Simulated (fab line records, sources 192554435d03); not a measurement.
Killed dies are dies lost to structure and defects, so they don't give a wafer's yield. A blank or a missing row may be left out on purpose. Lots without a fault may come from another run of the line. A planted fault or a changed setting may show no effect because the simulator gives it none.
Chamber matching | flow n5_finfet | N5_BEOL_M11_ALD_74 on ald_metal-01: 4 sister chambers
The step deposits TaN, target thk 2 nm, pulse time 2 s, purge time 3 s. 16 wafers are shown with their chamber, then 8 later ones without.

WAFERS WITH THEIR CHAMBER
wafer  | chamber | heater_power_outer_w (W) | heater_power_w (W) | precursor_vessel_carrier_sccm (sccm)
L075.2 | 1       | 239                      | 432                | 1001
L075.4 | 3       | 241                      | 421                | 999
L075.6 | 1       | 239                      | 438                | 1002
L079.1 | 1       | 242                      | 435                | 1002
L079.2 | 2       | 252                      | 450                | 1001
L079.6 | 1       | 234                      | 445                | 993
L077.1 | 3       | 239                      | 407                | 999
L077.3 | 2       | 259                      | 443                | 996
L077.5 | 2       | 254                      | 440                | 1001
L081.3 | 3       | 239                      | 427                | 996
L081.4 | 2       | 256                      | 431                | 999
L081.5 | 1       | 240                      | 440                | 999
L085.1 | 1       | 234                      | 435                | 994
L085.2 | 0       | 214                      | 422                | 1003
L085.6 | 1       | 245                      | 439                | 995
L086.3 | 2       | 251                      | 449                | 998

SIGNATURES (means of the wafers above)
reading                       | chamber 0 | chamber 1 | chamber 2 | chamber 3 | scatter within a chamber
heater_power_outer_w          | 214.00    | 239.00    | 254.40    | 239.67    | 3.41
heater_power_w                | 422.00    | 437.71    | 442.60    | 418.33    | 6.8
precursor_vessel_carrier_sccm | 1003.00   | 998.00    | 999.00    | 998.00    | 3.11
Rule: a wafer's distance from a chamber is the root of the sum, over the readings, of the square of ((its reading less the chamber's mean) divided by the reading's scatter). The wafer belongs to the nearest chamber; if the next one is less than 2 further off, it can't be placed. The scatter: the root of (the sum of the squares of (reading less its chamber's mean) over the shown wafers, divided by (wafers less chambers)).

WAFERS WITHOUT THEIR CHAMBER
wafer  | heater_power_outer_w (W) | heater_power_w (W) | precursor_vessel_carrier_sccm (sccm)
L086.4 | 240                      | 424                | 999
L086.5 | 240                      | 415                | 998
L090.2 | 215                      | 420                | 999
L090.3 | 237                      | 417                | 1002
L090.4 | 239                      | 439                | 1005
L093.1 | 234                      | 402                | 1000
L093.4 | 206                      | 404                | 995
L093.5 | 212                      | 391                | 1001

WHICH CHAMBER EACH WENT THROUGH
wafer  | from the rows above     | in truth
L086.4 | can't be placed: 3 or 1 | 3
L086.5 | 3                       | 3
L090.2 | 0                       | 0
L090.3 | can't be placed: 3 or 1 | 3
L090.4 | can't be placed: 1 or 3 | 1
L093.1 | 3                       | 3
L093.4 | 0                       | 0
L093.5 | 0                       | 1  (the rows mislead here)
Placed correctly: 4 of 8. Can't be placed from these rows: 3 (the true chamber is among the candidates in 3). Placed wrongly: 1.
